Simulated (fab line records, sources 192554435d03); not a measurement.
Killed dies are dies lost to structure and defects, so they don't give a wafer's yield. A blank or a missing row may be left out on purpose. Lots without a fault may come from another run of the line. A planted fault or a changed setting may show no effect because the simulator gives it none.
A struck lot beside a sound one | flow n5_finfet | 36 steps out of a route of 1938
Sound: wafers L223.2, L223.4, L223.6. Struck: wafer L228.6. The cause comes at the end.
At each step with rows: each side's tool, then ch and its chambers, then its first start. Under that, the readings that differ: sound wafers | struck wafers | difference of the means | sigmas: that difference in standard deviations of wafers without a fault.
alike: readings whose means differ by less than 2 such deviations, and words and numbers that are the same on both sides. not compared: withheld readings, readings that some wafer has no value for, bounds like >300 that may hide the same value, and numbers for which the record gives no deviation and whose values overlap.
The two part at a step that has a row with sigmas, a row that says differs or no value, or rows on one side only. Numbers that don't overlap but have no deviation are shown without sigmas and don't part them. A reading that every wafer of one side lacks parts them only if that side has two wafers or more.

first, 9 steps without rows for these wafers: N5_MOL_CONTACT_COAG_COAT_63 (time 60 s, resist thk 10 nm); N5_MOL_CONTACT_COAG_COAT_64 (time 60 s, resist thk 10 nm); N5_MOL_CONTACT_COAG_COAT_34 (resist thk 40 nm); N5_MOL_CONTACT_COAG_EBR_36; N5_MOL_CONTACT_COAG_SOFTBAKE_35 (time 60 s); N5_MOL_CONTACT_COAG_EXPOSE_37 (exposes mask VD, defocus 0 nm); N5_MOL_CONTACT_COAG_PEB_38 (peb time 60 s); N5_MOL_CONTACT_COAG_DEVELOP_39 (develop time 30 s); N5_MOL_CONTACT_COAG_DESCUM_45 (chemistry O2, time 7 s).
N5_MOL_CONTACT_COAG_ETCH_65: etches underlayer in N2/H2, target depth 13 nm, time 10.4 s.
  sound on rie_diel-06 ch 0,1,2, day 5 16:36; struck on rie_diel-06 ch 3, day 6 20:52
  alike: drypump_motor_current_A, etch_rf_on_time_s, oes_product_au, rf_vpp_V, showerhead_plenum_p_Torr, throttle_valve_pct
  not compared: rf_hours_counter_h
then, 25 steps without rows for these wafers: N5_MOL_CONTACT_COAG_ETCH_66 (etches SiARC in CF4, target depth 13 nm, time 21.7 s); N5_MOL_CONTACT_COAG_ALD_133 (deposits SiO2, target thk 5 nm, pulse time 1 s, co reactant pulse time 1 s); N5_MOL_CONTACT_COAG_ETCHBACK_134 (etches SiO2 in CHF3, target depth 10 nm, time 6.7 s); N5_MOL_CONTACT_COAG_ETCH_67 (etches SOC in N2/H2, target depth 60 nm, overetch 21 nm, time 101.2 s); N5_MOL_CONTACT_COAG_STRIP_68 (strips in N2/H2); N5_MOL_CONTACT_COAG_STRIP_69 (strips in N2/H2); N5_MOL_CONTACT_COAG_ETCHBACK_136 (etches SiO2 in CHF3, target depth 25 nm, time 16.7 s); N5_MOL_CONTACT_COAG_STRIP_120 (strips in CHF3); N5_MOL_CONTACT_COAG_VIA_ETCH_117 (etches SiO2 in C4F6/O2, target depth 40 nm, overetch 8 nm, time 26 s); N5_MOL_CONTACT_COAG_ETCH_124 (etches SiNx in CH3F/O2, stops on SiOC, target depth 6.5 nm); N5_MOL_CONTACT_COAG_ETCH_48 (etches SiOC in C4F6/O2, target depth 15 nm, overetch 4.5 nm, time 17 s); N5_MOL_CONTACT_COAG_STRIP_72 (strips in N2/H2); N5_MOL_CONTACT_COAG_STRIP_49 (strips in N2/H2, time 30 s); N5_MOL_CONTACT_COAG_PRECLEAN_138 (cleans in alkaline clean, time 60 s); N5_MOL_CONTACT_COAG_SRD_139 (time 30 s); N5_MOL_CONTACT_COAG_PRE_CLEAN_121; N5_MOL_CONTACT_COAG_CVD_140 (deposits W, target thk 66.5 nm, time 215 s); N5_MOL_CONTACT_COAG_PRECLEAN_127 (cleans in DIW, time 57.5 s); N5_MOL_CONTACT_COAG_SRD_128 (dry time 32 s); N5_MOL_CONTACT_COAG_CMP_52 (polishes, stops on SiO2, t overpolish 1.5 s, target thk 66.5 nm); N5_MOL_CONTACT_COAG_ANNEAL_112 (time 1800 s); N5_BEOL_M0_SAQP_PECVD_00 (deposits SiCN from 3MS/NH3, target thk 8 nm, time 14 s); N5_BEOL_M0_SAQP_ILD_DEP_01 (deposits SiOC from DEMS/O2, target thk 45.419 nm, time 8.7 s); N5_BEOL_M0_SAQP_HM_DEP_02 (deposits TiN, target thk 12 nm); N5_BEOL_M0_SAQP_PECVD_03 (deposits SiCN from 3MS/NH3, target thk 12 nm, time 21.1 s).
-- the record jumps here: 7 days lie between the struck wafers' starts before and after (it left off in module BEOL_M0_SAQP and takes up again in module PASSIVATION, whose first step shown is number 1936 of the route) --
N5_PASSIVATION_PROBE_49:
  the record has rows for the struck wafers here (prober-01, day 13 18:31) and none for the sound ones

WHERE THEY PART
Only at N5_PASSIVATION_PROBE_49, within this record.

WHY: what the simulator had put in
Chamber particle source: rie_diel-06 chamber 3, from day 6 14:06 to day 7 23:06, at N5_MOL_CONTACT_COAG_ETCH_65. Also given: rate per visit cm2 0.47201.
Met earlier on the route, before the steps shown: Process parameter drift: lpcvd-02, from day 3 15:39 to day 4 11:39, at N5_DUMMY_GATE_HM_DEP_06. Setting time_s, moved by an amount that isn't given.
